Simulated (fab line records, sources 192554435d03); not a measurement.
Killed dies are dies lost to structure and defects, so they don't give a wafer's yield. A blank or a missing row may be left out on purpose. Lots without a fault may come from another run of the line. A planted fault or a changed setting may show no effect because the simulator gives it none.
Which tool did it? | flow n5_finfet | 11 lots, 31 wafers sampled, at 1 step of a route of 1938

WHAT THE GAUGES READ, wafer by wafer
N5_BEOL_M14_INSPECT_30: inspects for defects (macro). Usual: raw_defect_count 2.0, standard deviation 1.4.
lot  | measured     | on                | raw_defect_count | flag
L979 | day 11 23:41 | defect_inspect-01 | 1 1 0            |
L984 | day 12 13:20 | defect_inspect-01 | 3 3 3            |
L983 | day 12 20:53 | defect_inspect-01 | 2 3 0            |
L985 | day 13 17:02 | defect_inspect-02 | 0 1 2            |
L987 | day 13 18:47 | defect_inspect-01 | 2 0              |
L988 | day 13 22:54 | defect_inspect-02 | 2 1              |
L993 | day 14 23:41 | defect_inspect-02 | 3 2 1            |
L996 | day 16 06:40 | defect_inspect-02 | 1 4 1            |
L998 | day 16 07:47 | defect_inspect-01 | 1 2 1            |
L999 | day 17 00:29 | defect_inspect-02 | 2 0 1            |
L101 | day 17 02:39 | defect_inspect-01 | 4 1 0            |

WHICH TOOL RAN EACH LOT (tool, then ch and the chambers of the sampled wafers, then the start)
The record holds no process step before these readings.

WHAT THE TOOLS THEMSELVES READ (means of the sampled wafers that have a number; where no wafer has one, the mark that the record gives instead)
The record holds no such reading with a usual standard deviation.

THE ANSWER, worked out from the rows above alone
Rule: a lot is off if the mean of its wafers that have a number lies more than 3 standard deviations from the usual mean. A lot without any number at a reading at which 4 lots or more have one is off too. The other lots that the step has rows for count as sound. The gauges are gone through in route order, then the tools' own readings, and for those a lot's mean is taken as printed above. The first step at which some lot is off is used, and at that step the reading that is off furthest; a lot without a number counts as furthest.
No lot is off at any reading shown: from this, nothing can be told.

WHAT THE SIMULATOR HAD PUT IN
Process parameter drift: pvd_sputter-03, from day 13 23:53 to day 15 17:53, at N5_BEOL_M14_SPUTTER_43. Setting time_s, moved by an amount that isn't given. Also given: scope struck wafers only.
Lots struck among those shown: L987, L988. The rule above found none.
